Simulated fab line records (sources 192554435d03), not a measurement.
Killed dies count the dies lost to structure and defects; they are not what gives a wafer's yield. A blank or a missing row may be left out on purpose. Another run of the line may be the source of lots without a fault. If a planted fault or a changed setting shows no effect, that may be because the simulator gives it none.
Matching of chambers ; flow n5Finfet ; N5_BEOL_M10_CURE_71 on uvCure-02: 3 sister chambers
The step cures SiCOH lowk, time 240 s. 6 wafers are shown with their chamber, then 10 later ones without.

== WAFERS WITH THEIR CHAMBER ==
wafer;chamber;wafer_temp_C_max;lampPowerPct (%)
L078.5;0;387.3;52.28
L078.6;0;386.9;52.39
L082.4;1;387.6;52.22
L082.5;1;386.9;52.22
L086.2;2;386.5;52.32
L086.3;2;386.1;52.34

== WAFERS WITH NO CHAMBER GIVEN ==
wafer;wafer_temp_C_max;lampPowerPct (%)
L086.6;386.2;52.22
L087.2;387.1;52.21
L087.3;386.4;52.29
L087.5;386.8;52.29
L093.3;386.5;52.25
L093.5;385.9;52.35
L093.6;386.3;52.34
L096.1;388.6;52.32
L096.2;387.0;52.38
L096.4;387.5;52.35

== WHICH CHAMBER EACH ONE RAN IN ==
wafer;from the rows above;in truth
L086.6;can't be placed: 2 or 1 or 0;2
L087.2;1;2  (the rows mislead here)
L087.3;can't be placed: 2 or 0 or 1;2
L087.5;can't be placed: 0 or 2 or 1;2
L093.3;can't be placed: 2 or 1 or 0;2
L093.5;2;2
L093.6;can't be placed: 2 or 0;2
L096.1;can't be placed: 0 or 1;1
L096.2;can't be placed: 0 or 2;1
L096.4;can't be placed: 0 or 1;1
Placed correctly: 1 of 10. Unplaceable from these rows: 8, with the true chamber sitting among the candidates in 7. Number placed wrongly: 1.
How it was worked out, from the rows above alone: a wafer's distance from a chamber is the root of the sum, over the readings, of the square of ((its reading less the chamber's mean) divided by the reading's scatter). If the next closest chamber is less than 2 further off than the closest, the wafer can't be placed; otherwise it belongs to the closest. The mean given for a chamber averages the wafers shown for that chamber. The scatter: the root of (the sum of the squares of (reading less its chamber's mean) over the shown wafers, divided by (wafers less chambers)).
